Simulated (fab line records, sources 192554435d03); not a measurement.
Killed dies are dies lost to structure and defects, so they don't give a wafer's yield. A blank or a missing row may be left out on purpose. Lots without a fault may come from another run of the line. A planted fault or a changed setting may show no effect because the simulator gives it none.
fab line records | flow n5_finfet
record lots=7 wafers=19 last_day=18
route steps=1938 shown START@1 ZERO_LAYER@2 BEOL_M4@1111 PASSIVATION@1936
lots that met no fault: from a run of the same line without faults
start_h: hours from the record's first day to the start of the lot's first wafer shown | wait_h: hours since the lot's step before | " the same as in the row above | L1.1+2: a row that stands for several wafers | - no value, or no start given | * or withheld: withheld | < > ~ a bound
route shown NAME@n: a module of which the file shows steps, and the number in the route of the first | usual: mean/standard deviation of fault-free wafers | same: alike in all rows | chamber/n: place in a boat | sites: the reading at each site | _std_site: their standard deviation | _edge_site: outer sites' mean less inner sites' | radius_mm: how far each site lies from the wafer's centre | mask NAME#n: copy n | behind: the tool/chamber that last shaped the wafer | hold: why the lot was held/for how many hours/how that ended | device: the transistor (n, p or np) that didn't switch | end of line: the same wafers' tests at the end of the route | a step without rows: its recipe alone | killed: dies lost to structure and defects at the first sort, not the wafer's yield | map: a wafer's dies, x killed, . not, _ none there
set.NAME: the setting as run; set.NAME@STEP: as run at that earlier step | model.NAME: the simulator's own value behind a step, which no gauge read
lots at some steps of the route; a table a step, a row a wafer
services: from which hour (start_h, from the record's first day; less than 0 if before it) a tool's chamber was out of use, for how many hours, and why
## steps
# step N5_START_INSPECT_01
# recipe inspect_instrument=unpatterned_scan mode=incoming
# usual raw_defect_count=6.0/2.5
# columns lot.wafer tool chamber start_h wait_h raw_defect_count
L714.2 defect_inspect-02 - 24.03 - 5
L714.3 " - " " 3
L714.4 " - " " 8
L716.2 defect_inspect-02 - 36.20 - 10
L716.3 " - " " 8
L717.2 defect_inspect-02 - 42.03 - 2
L717.5 " - " " 10
L725.2 defect_inspect-02 - 90.03 - 5
L725.3 " - " " 10
L725.4 " - " " 8
L729.1 defect_inspect-02 - 114.03 - 11
L729.2 " - " " 4
L729.6 " - " " 11
L731.1 defect_inspect-02 - 126.03 - 12
L731.2 " - " " 6
L731.4 " - " " 8
L732.3 defect_inspect-01 - 132.03 - 3
L732.5 " - " " 4
L732.6 " - " " 6
# step N5_ZERO_LAYER_PRECLEAN_00
# recipe chemistry=SPM time_s=600 temp_c=120 mix=4:1
# step N5_ZERO_LAYER_SRD_01
# recipe time_s=30 temp_c=23 rinse_liquid=diw dry=n2_spin spin_rpm=1500 dry_time_s=30
# step N5_ZERO_LAYER_PECVD_02
# recipe material=SiO2 target_thk_a=100 temp_c=400 precursor=SiH4/N2O pressure_torr=0.75 rf_w=275 time_s=6
# usual heater_power_w=733/90 showerhead_plenum_p_Torr=8.19/0.17
# columns lot.wafer tool chamber start_h wait_h heater_power_w showerhead_plenum_p_Torr since_wet_clean_h
L714.2 pecvd-04 1 24.29 0.0 754 8.47 1634
L714.3 " 0 " " 823 8.08 909
L714.4 " 2 " " 674 8.10 -
L716.2 pecvd-04 1 36.45 0.0 793 8.47 1647
L716.3 " 0 " " 816 8.08 922
L717.2 pecvd-04 0 42.28 0.0 820 8.07 927
L717.5 " 2 " " 599 8.10 -
L725.2 pecvd-01 1 90.28 0.0 641 8.16 1882
L725.3 " 0 " " 710 8.12 1157
L725.4 " 2 " " 600 8.14 -
L729.1 pecvd-04 1 114.30 0.0 705 8.48 1724
L729.2 " 0 " " 735 8.09 999
L729.6 " 1 " " 710 8.47 -
L731.1 pecvd-02 0 126.28 0.0 687 7.98 649
L731.2 " 1 " " 753 8.08 1374
L731.4 " 1 " " 750 8.12 -
L732.3 pecvd-04 1 132.28 0.0 822 8.49 1742
L732.5 " 1 " " 810 8.48 -
L732.6 " 0 " " 865 8.09 -
# step N5_ZERO_LAYER_HMDS_04
# recipe time_s=60 temp_c=120
# step N5_ZERO_LAYER_COAT_05
# recipe spin_rpm=1500 resist_thk_nm=1000
# step N5_ZERO_LAYER_EBR_07
# recipe solvent=PGMEA ebr_width_mm=1.5
# step N5_ZERO_LAYER_SOFTBAKE_06
# recipe temp_c=100 time_s=90
# step N5_ZERO_LAYER_EXPOSE_08
# recipe mask_id=ZERO na=0.55 source_shape=conventional sigma_outer=0.8 polarization=unpolarized defocus_nm=0 target_cd_nm=2000 dose_mj=16.2
# usual exposure_dose_mJ_cm2=16.193/0.015 focus_offset_nm=0.0/0.49
# same sigma_outer=0.8
# columns lot.wafer tool chamber start_h wait_h mask exposure_dose_mJ_cm2 focus_offset_nm
L714.2 krf_scanner-02 0 24.52 - ZERO#0 16.191 -0.3
L714.3 " 0 " " ZERO#0 16.196 0.2
L714.4 " 0 " " ZERO#0 16.186 -0.2
L716.2 krf_scanner-02 0 36.76 - ZERO#0 16.199 -0.8
L716.3 " 0 " " ZERO#0 16.190 -0.1
L717.2 krf_scanner-02 0 42.47 - ZERO#0 16.198 0.3
L717.5 " 0 " " ZERO#0 16.198 1.1
L725.2 krf_scanner-01 0 90.47 - ZERO#0 16.197 -0.9
L725.3 " 0 " " ZERO#0 16.183 0.1
L725.4 " 0 " " ZERO#0 16.181 -0.1
L729.1 krf_scanner-02 0 114.61 - ZERO#0 16.159 -0.6
L729.2 " 0 " " ZERO#0 16.194 -0.8
L729.6 " 0 " " ZERO#0 16.184 -0.1
L731.1 krf_scanner-01 0 126.59 - ZERO#0 16.182 -0.1
L731.2 " 0 " " ZERO#0 16.166 -0.3
L731.4 " 0 " " ZERO#0 16.175 0.2
L732.3 krf_scanner-01 0 132.48 - ZERO#0 16.184 -0.2
L732.5 " 0 " " ZERO#0 16.184 0.2
L732.6 " 0 " " ZERO#0 16.177 0.0
# step N5_ZERO_LAYER_PEB_09
# recipe peb_temp_c=withheld peb_time_s=*
# step N5_ZERO_LAYER_DEVELOP_10
# recipe develop_time_s=60 rinse_liquid=diw dry=air_spin dev_temp_c=21
# step N5_ZERO_LAYER_HARDBAKE_23
# recipe temp_c=130 time_s=120
# step N5_ZERO_LAYER_CD_MEAS_11
# recipe target_cd_nm=2000 landing_energy_ev=500 detector=se_inlens
# usual cd_nm=1998.7/1.6
# columns lot.wafer tool chamber start_h wait_h cd_nm
L714.2 cd_sem-03 0 24.69 - 1999.1
L714.3 " 0 " " 2010.3
L714.4 " 0 " " 1997.7
L716.2 cd_sem-02 0 36.93 - 1999.4
L716.3 " 0 " " 2008.7
L717.2 cd_sem-02 0 42.64 - 2000.3
L717.5 " 0 " " 2011.5
L725.2 cd_sem-03 0 90.64 - 2001.9
L725.3 " 0 " " 2002.9
L725.4 " 0 " " 2000.4
L729.1 cd_sem-02 0 114.79 - 1997.0
L729.2 " 0 " " 1997.7
L729.6 " 0 " " 1997.4
L731.1 cd_sem-02 0 126.77 - 1998.4
L731.2 " 0 " " 1996.3
L731.4 " 0 " " 1997.5
L732.3 cd_sem-01 0 132.64 - 1998.2
L732.5 " 0 " " 1998.1
L732.6 " 0 " " 1998.1
# step N5_ZERO_LAYER_DESCUM_16
# recipe chemistry=O2 time_s=7.9 source_power_w=50 bias_power_w=20 pressure_mtorr=20 rf_frequency_hz=2.712e+07 temp_c=40 o2_flow_sccm=225
# usual bias_power_w=19.99/0.066 drypump_motor_current_A=5.52/0.29 oes_product_au=0.79/0.076 rf_vpp_V=243.1/1.5 showerhead_plenum_p_Torr=2.08/0.078 temp_c=40.02/0.11 throttle_valve_pct=20.36/0.29
# columns lot.wafer tool chamber start_h wait_h bias_power_w drypump_motor_current_A oes_product_au rf_hours_counter_h rf_vpp_V showerhead_plenum_p_Torr temp_c throttle_valve_pct model.ZERO_LAYER.cd_nm
L714.2 rie_diel-01 1 24.73 0.0 19.95 5.59 0.75 166 246.1 2.18 40.05 20.39 1999
L714.3 " 2 " " 20.07 5.67 0.75 165 244.9 2.09 40.05 20.51 -
L714.4 " 0 " " 19.98 5.09 0.89 32 243.6 2.14 39.94 20.54 1998
L716.2 rie_diel-03 2 36.97 0.0 20.04 5.30 0.78 128 243.8 2.10 39.94 20.86 1999
L716.3 " 0 " " 20.03 5.56 0.74 164 243.2 2.09 40.09 20.21 2009
L717.2 rie_diel-01 2 42.68 0.0 19.91 5.68 0.74 170 241.8 2.09 39.87 20.52 2000
L717.5 " 3 " " 19.99 5.66 0.81 - 241.3 2.03 39.85 20.00 2011
L725.2 rie_diel-06 3 90.70 0.1 20.00 5.05 0.74 185 242.7 1.99 40.11 20.40 2002
L725.3 " 2 " " 20.08 5.97 0.82 80 245.3 2.21 40.01 20.10 2003
L725.4 " 0 " " 19.92 5.45 0.93 25 244.2 2.14 40.14 20.10 2001
L729.1 rie_diel-03 3 114.89 0.1 19.95 5.70 0.72 202 243.3 2.08 40.05 20.70 1997
L729.2 " 1 " " 19.87 5.20 0.80 114 240.5 1.93 40.08 20.09 1997
L729.6 " 1 " " 19.81 5.20 0.80 - 240.2 1.93 40.01 20.10 1998
L731.1 rie_diel-06 3 126.81 0.0 19.99 5.08 0.74 198 241.9 1.99 40.06 20.44 1998
L731.2 " 0 " " 19.99 5.46 0.91 37 244.1 2.14 39.80 20.09 1997
L731.4 " 2 " " 19.93 5.96 0.80 93 244.2 2.20 40.01 20.12 1998
L732.3 rie_diel-03 2 132.68 0.0 20.04 5.25 0.75 155 242.8 2.09 40.13 20.88 1998
L732.5 " 3 " " 20.03 5.69 0.71 - 242.7 2.08 40.02 20.72 1998
L732.6 " 1 " " 19.97 5.21 0.79 - 241.2 1.93 40.22 20.09 1998
# step N5_ZERO_LAYER_ETCH_17
# recipe chemistry=CF4 target=SiO2 target_depth_a=120 time_s=13.3 ion_energy_ev=350 pressure_mtorr=40 source_w=450 bias_w=215 Ar_flow_sccm=100 cf4_flow_sccm=100
# usual drypump_motor_current_A=5.52/0.29 oes_product_au=0.79/0.076 rf_vpp_V=948/4.7 showerhead_plenum_p_Torr=2.13/0.072 throttle_valve_pct=15.59/0.28
# columns lot.wafer tool chamber start_h wait_h drypump_motor_current_A oes_product_au rf_hours_counter_h rf_vpp_V showerhead_plenum_p_Torr throttle_valve_pct
L714.2 rie_diel-01 1 24.77 0.0 5.61 0.76 166 952 2.22 15.65
L714.3 " 2 " " 5.70 0.74 165 949 2.14 15.75
L714.4 " 0 " " 5.07 0.89 32 952 2.18 15.70
L716.2 rie_diel-03 2 37.01 0.0 5.28 0.79 128 947 2.15 16.05
L716.3 " 0 " " 5.53 0.76 164 949 2.14 15.50
L717.2 rie_diel-01 2 42.71 0.0 5.68 0.75 170 950 2.14 15.74
L717.5 " 3 " " 5.67 0.81 - 944 2.09 15.30
L725.2 rie_diel-06 3 90.73 0.0 5.07 0.74 185 943 2.04 15.64
L725.3 " 2 " " 5.95 0.83 80 956 2.25 15.29
L725.4 " 0 " " 5.45 0.93 25 953 2.18 15.24
L729.1 rie_diel-03 3 114.92 0.0 5.68 0.72 202 946 2.12 15.89
L729.2 " 1 " " 5.22 0.80 114 939 1.99 15.39
L729.6 " 1 " " 5.22 0.80 - 939 1.99 15.37
L731.1 rie_diel-06 3 126.85 0.0 5.07 0.72 198 941 2.04 15.65
L731.2 " 0 " " 5.45 0.91 37 952 2.18 15.28
L731.4 " 2 " " 6.01 0.81 93 956 2.24 15.33
L732.3 rie_diel-03 2 132.71 0.0 5.30 0.75 155 949 2.14 16.11
L732.5 " 3 " " 5.69 0.71 - 948 2.12 15.91
L732.6 " 1 " " 5.22 0.79 - 940 1.99 15.40
# step N5_ZERO_LAYER_ETCH_18
# recipe chemistry=HBr/Cl2 target=Si target_depth_a=1200 time_s=40 pressure_mtorr=10 icp_w=800 bias_w=75 HBr_flow_sccm=150 Cl2_flow_sccm=80
# usual drypump_motor_current_A=5.6/0.54 oes_product_au=0.996/0.012 throttle_valve_pct=36.30/0.29
# columns lot.wafer tool chamber start_h wait_h drypump_motor_current_A oes_product_au rf_hours_counter_h throttle_valve_pct model.ZERO_LAYER.cd_nm
L714.2 rie_si-05 3 24.84 0.0 6.8 1.007 126 36.31 1999
L714.3 " 1 " " 6.3 0.989 57 36.77 2010
L714.4 " 0 " " 4.9 1.000 186 36.35 1998
L716.2 rie_si-02 3 37.08 0.0 5.3 1.011 49 36.03 1999
L716.3 " 2 " " 6.2 0.973 47 35.84 2009
L717.2 rie_si-06 3 42.79 0.0 5.6 0.989 142 36.35 2000
L717.5 " 0 " " 5.9 0.987 - 36.76 2011
L725.2 rie_si-06 1 90.80 0.0 5.5 0.999 31 36.06 2002
L725.3 " 3 " " 5.6 0.995 142 36.34 2003
L725.4 " 3 " " 5.6 0.976 - 36.35 2001
L729.1 rie_si-02 0 114.99 0.0 5.6 0.999 77 36.41 1997
L729.2 " 1 " " 4.6 1.008 52 36.11 1997
L729.6 " 0 " " 5.6 0.995 - 36.42 1998
L731.1 rie_si-06 2 126.92 0.0 4.9 0.990 52 36.53 1998
L731.2 " 1 " " 5.5 0.992 32 36.04 1997
L731.4 " 3 " " 5.6 0.989 143 36.35 1998
L732.3 rie_si-05 1 132.79 0.0 6.2 0.995 59 36.74 1998
L732.5 " 0 " " 4.9 1.006 - 36.34 1998
L732.6 " 1 " " 6.3 0.986 - 36.75 1998
# step N5_ZERO_LAYER_STRIP_24
# recipe chemistry=O2 power_w=1000 temp_c=250 overash_fraction=0.3 pressure_mtorr=1000 o2_flow_sccm=6750
# usual drypump_motor_current_A=5.35/0.26 heater_power_w=349/16 oes_product_au=0.647/0.0046 strip_time_to_endpoint_s=43.87/0.088 temp_c=249.99/0.19
# columns lot.wafer tool chamber start_h wait_h drypump_motor_current_A heater_power_w oes_product_au rf_hours_counter_h strip_time_to_endpoint_s temp_c
L714.2 plasma_asher-02 0 24.94 0.1 5.24 346 0.655 25 43.70 250.08
L714.3 " 0 " " 5.22 346 0.646 - 43.71 250.34
L714.4 " 1 " " 5.50 359 0.647 - 43.79 250.29
L716.2 plasma_asher-01 1 37.48 0.4 5.67 372 0.648 76 43.94 249.76
L716.3 " 1 " " 5.64 367 0.645 - 43.99 249.86
L717.2 plasma_asher-01 1 43.06 0.2 5.66 366 0.657 79 43.87 249.97
L717.5 " 1 " " 5.65 361 0.637 - 43.83 250.00
L725.2 plasma_asher-02 0 90.91 0.1 5.23 342 0.652 37 43.70 249.98
L725.3 " 0 " " 5.26 343 0.648 - 43.84 249.93
L725.4 " 1 " " 5.52 355 0.651 - 43.72 249.90
L729.1 plasma_asher-02 0 115.10 0.1 5.26 339 0.650 42 43.83 249.94
L729.2 " 1 " " 5.52 359 0.648 42 43.88 250.25
L729.6 " 0 " " 5.26 337 0.647 - 43.80 249.87
L731.1 plasma_asher-02 1 127.02 0.1 5.50 371 0.646 44 44.00 249.82
L731.2 " 0 " " 5.23 342 0.643 44 43.99 249.99
L731.4 " 1 " " 5.50 355 0.640 - 43.93 249.69
L732.3 plasma_asher-02 0 132.91 0.1 5.22 341 0.643 - 43.85 250.07
L732.5 " 0 " " 5.21 336 0.650 - 43.93 250.26
L732.6 " 1 " " 5.50 362 0.650 - 43.81 249.90
# step N5_BEOL_M4_RC_MEAS_101
# usual DIBL_N=35.9/1.3 DIBL_P=35.9/1.5 IOFF_N=0.152/0.023 IOFF_P=0.204/0.027 ION_N=673/9.2 ION_P=462/6.7 SS_N=71.4/0.48 SS_P=73.2/0.55 VT_N=250.3/2.6 VT_P=-250.6/3
# columns lot.wafer tool chamber start_h wait_h DIBL_N[mV/V] DIBL_P[mV/V] IOFF_N[nA/um] IOFF_P[nA/um] ION_N[uA/um] ION_P[uA/um] SS_N[mV/dec] SS_P[mV/dec] VT_N[mV] VT_P[mV]
L714.2 prober-02 0 188.53 0.2 35.0 36.3 0.157 0.219 679 465 71.6 73.4 252.0 -250.1
L714.3 " 0 " " 36.1 37.1 0.171 0.237 681 474 72.2 73.2 247.4 -248.6
L714.4 " 0 " " 36.8 38.3 0.189 0.255 680 469 72.4 73.5 245.9 -247.0
L717.2 prober-01 0 208.60 0.2 35.6 35.4 0.142 0.194 664 458 71.1 73.6 251.6 -250.2
L717.5 " 0 " " 36.7 37.1 0.156 0.220 678 470 71.8 73.6 248.0 -251.2
L716.2 prober-01 0 213.20 0.2 36.6 36.6 0.135 0.175 670 456 71.2 72.8 253.0 -253.4
L716.3 " 0 " " 36.8 37.1 0.144 0.203 658 457 70.9 73.4 252.0 -251.7
L725.2 prober-02 0 275.04 0.2 35.7 33.3 0.133 0.219 680 472 71.2 73.0 253.4 -245.7
L725.3 " 0 " " 35.6 33.3 0.134 0.215 659 466 71.0 72.8 252.2 -245.3
L725.4 " 0 " " 36.3 33.2 0.138 0.212 673 469 71.9 72.6 252.2 -245.2
L729.1 prober-01 0 302.47 0.0 35.7 35.4 0.126 0.161 666 450 71.0 73.3 252.6 -252.7
L729.2 " 0 " " 37.3 37.8 0.156 0.186 678 459 70.8 72.8 248.4 -252.4
L729.6 " 0 " " 36.9 37.2 0.146 0.183 674 461 71.3 72.9 247.5 -251.7
L731.1 prober-01 0 305.26 0.0 35.4 35.3 0.154 0.214 675 465 71.7 73.1 248.0 -249.2
L731.2 " 0 " " 36.3 36.9 0.172 0.224 682 472 72.2 73.2 248.7 -248.2
L731.4 " 0 " " 35.1 35.6 0.152 0.211 676 466 71.2 73.2 249.4 -248.7
L732.3 prober-02 0 305.78 0.3 35.8 36.8 0.156 0.192 682 466 71.3 73.1 251.0 -251.5
L732.5 " 0 " " 36.3 36.9 0.171 0.197 675 458 71.6 73.2 247.3 -253.1
L732.6 " 0 " " 36.4 37.0 0.172 0.190 680 464 71.6 73.4 247.0 -253.9
# step N5_PASSIVATION_PROBE_49
# usual defect_limited_yield=91.0/1.5 killed_at_M0_to_M3=37/12 killed_at_M4_up=13/5 killed_at_contacts=13/6.1 killed_at_front_end=39/11 killed_at_other=4/3.2 killed_dies=106/17 killed_on_rim=13/4.2 killed_open=69/12 killed_short=35/7.9 sort_bin_5_function=5.3/1 sort_bin_6_memory=3.3/0.68 sort_n_pass=1074/17 sort_yield_pct=91.0/1.5
# same gross_dies=1180 killed_at_back_side=0 sort_bin_4_leakage[%]=0 sort_bin_8_speed[%]=0
# columns lot.wafer tool chamber start_h wait_h defect_limited_yield[%] killed_at_M0_to_M3 killed_at_M4_up killed_at_contacts killed_at_front_end killed_at_other killed_dies killed_on_rim killed_open killed_short sort_bin_5_function[%] sort_bin_6_memory[%] sort_n_pass sort_yield_pct[%]
L717.2 prober-01 - 307.42 0.1 92.3 25 12 13 29 12 91 11 58 27 5.1 2.5 1089 92.3
L717.5 prober-01 - 307.57 0.2 93.6 34 7 7 23 5 76 8 50 25 3.4 3.0 1104 93.6
L716.3 prober-01 - 328.04 0.1 88.1 39 18 27 51 5 140 21 84 47 6.6 4.5 1040 88.1
L725.2 prober-02 - 390.82 0.1 88.5 63 18 10 43 2 136 14 98 38 7.0 4.3 1044 88.5
L725.3 prober-02 - 390.87 0.1 90.8 45 7 18 33 5 108 10 70 38 6.1 2.5 1072 90.8
L725.4 prober-02 - 390.92 0.2 90.5 44 12 13 38 5 112 14 67 44 5.3 3.6 1068 90.5
L729.1 prober-02 - 409.46 0.0 89.9 48 5 5 58 3 119 18 67 48 5.9 3.7 1061 89.9
L729.2 prober-02 - 409.51 0.1 90.6 38 8 6 53 6 111 11 60 48 5.3 3.6 1069 90.6
L729.6 prober-02 - 409.71 0.3 92.1 35 17 5 28 8 93 10 57 36 4.1 3.4 1087 92.1
# killed by level:class
L717.2 MOL_CONTACT_COAG:geometric_particle:open=10 FIN_SAQP:geometric_particle:open=7 STI_FIN_REVEAL:geometric_particle:open=5 BEOL_M0_SAQP:geometric_particle:open=5 BEOL_M0_SAQP:geometric_particle:short=5 STARTING-WAFER:geometric_particle:open=5 BEOL_M4:geometric_particle:open=4 BEOL_M2:geometric_particle:open=4
L717.5 BEOL_M0_SAQP:geometric_particle:short=7 BEOL_M2:geometric_particle:open=6 MOL_CONTACT_COAG:geometric_particle:open=5 BEOL_M0_SAQP:geometric_particle:open=5 BEOL_M3:geometric_particle:open=5 FIN_SAQP:geometric_particle:open=4 STI_FIN_REVEAL:geometric_particle:open=4 GATE_CUT:geometric_particle:short=4
L716.3 MOL_CONTACT_COAG:geometric_particle:open=21 STI_FIN_REVEAL:geometric_particle:open=10 BEOL_M0_SAQP:geometric_particle:short=8 BEOL_M0_SAQP:geometric_particle:open=8 BEOL_M3:geometric_particle:open=7 FIN_SAQP:geometric_particle:short=6 BEOL_M1:geometric_particle:open=6 MOL_CONTACT_COAG:geometric_particle:short=6
L725.2 BEOL_M3:geometric_particle:open=19 BEOL_M1:geometric_particle:open=11 BEOL_M0_SAQP:geometric_particle:open=10 BEOL_M0_SAQP:geometric_particle:short=10 FIN_SAQP:geometric_particle:open=9 MOL_CONTACT_COAG:geometric_particle:open=8 BEOL_M2:geometric_particle:open=8 FIN_SAQP:geometric_particle:short=7
L725.3 BEOL_M3:geometric_particle:open=16 MOL_CONTACT_COAG:geometric_particle:open=13 BEOL_M0_SAQP:geometric_particle:open=8 DUMMY_GATE:geometric_particle:open=7 BEOL_M0_SAQP:geometric_particle:short=7 FIN_SAQP:geometric_particle:short=6 FIN_SAQP:geometric_particle:open=5 MOL_CONTACT_COAG:geometric_particle:short=5
L725.4 BEOL_M3:geometric_particle:open=12 FIN_SAQP:geometric_particle:short=10 MOL_CONTACT_COAG:geometric_particle:open=9 BEOL_M0_SAQP:geometric_particle:open=9 BEOL_M2:geometric_particle:open=7 STI_FIN_REVEAL:geometric_particle:open=6 BEOL_M0_SAQP:geometric_particle:short=6 FIN_SAQP:geometric_particle:open=5
L729.1 BEOL_M0_SAQP:geometric_particle:short=12 BEOL_M2:geometric_particle:open=10 STI_FIN_REVEAL:geometric_particle:open=8 FIN_SAQP:geometric_particle:short=7 BEOL_M0_SAQP:geometric_particle:open=7 BEOL_M3:geometric_particle:open=6 GATE_CUT:geometric_particle:open=6 BEOL_M2:geometric_particle:short=6
L729.2 FIN_SAQP:geometric_particle:short=12 BEOL_M0_SAQP:geometric_particle:short=9 BEOL_M0_SAQP:geometric_particle:open=9 BEOL_M3:geometric_particle:open=8 STI_FIN_REVEAL:geometric_particle:open=6 DUMMY_GATE:geometric_particle:open=6 MOL_CONTACT_COAG:geometric_particle:open=6 BEOL_M1:geometric_particle:open=6
L729.6 BEOL_M4:geometric_particle:open=11 BEOL_M2:geometric_particle:open=10 FIN_SAQP:geometric_particle:short=7 BEOL_M0_SAQP:geometric_particle:short=7 MOL_CONTACT_COAG:geometric_particle:open=5 BEOL_M1:geometric_particle:short=4 BEOL_M1:geometric_particle:open=4 BEOL_M3:geometric_particle:open=4
## services
# columns tool chamber start_h hours kind
rie_diel-01 2 0.33 15.5 repair
krf_scanner-01 - 6.70 0.8 pm
krf_scanner-01 - 22.14 4.4 pm
plasma_asher-01 - 22.92 0.9 repair
plasma_asher-02 - 35.36 14.6 pm
krf_scanner-02 - 44.53 4.0 pm
pecvd-04 - 44.93 1.4 repair
rie_si-06 1 46.23 16.6 repair
krf_scanner-02 - 48.55 1.0 pm
krf_scanner-01 - 50.22 1.0 pm
krf_scanner-02 - 55.34 1.3 pm
rie_si-06 3 59.53 1.7 repair
krf_scanner-02 - 62.33 0.8 pm
plasma_asher-01 - 66.22 1.2 repair
rie_si-05 1 72.60 3.6 repair
rie_si-06 2 75.11 39.6 repair
krf_scanner-01 - 85.61 1.3 pm
rie_diel-03 3 91.98 1.4 repair
rie_si-06 - 98.32 4.3 pm
rie_si-06 3 106.99 3.7 repair
rie_diel-03 - 110.52 4.3 pm
rie_diel-03 0 122.22 3.0 repair
rie_diel-03 0 125.87 9.6 repair
krf_scanner-02 - 126.56 7.2 repair
## key
first_sign step=N5_ZERO_LAYER_CD_MEAS_11 reading=cd_nm direction=up sigmas=7.1 usual=1998.7 struck=2010.2
effect none on later readings
model_effect step=N5_ZERO_LAYER_DESCUM_16 value=ZERO_LAYER.cd_nm without=1999 struck=2010
model_effect step=N5_ZERO_LAYER_ETCH_18 value=ZERO_LAYER.cd_nm without=1999 struck=2010
met_at N5_ZERO_LAYER_EXPOSE_08
struck_wafers L714.3,L716.3,L717.5
fault kind=process_parameter_drift tool=krf_scanner-02 chamber=- onset_h=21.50 steps=N5_ZERO_LAYER_EXPOSE_08 channel=focus_nm offset=303.55 shape=step end_h=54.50 scope=struck_wafers_only
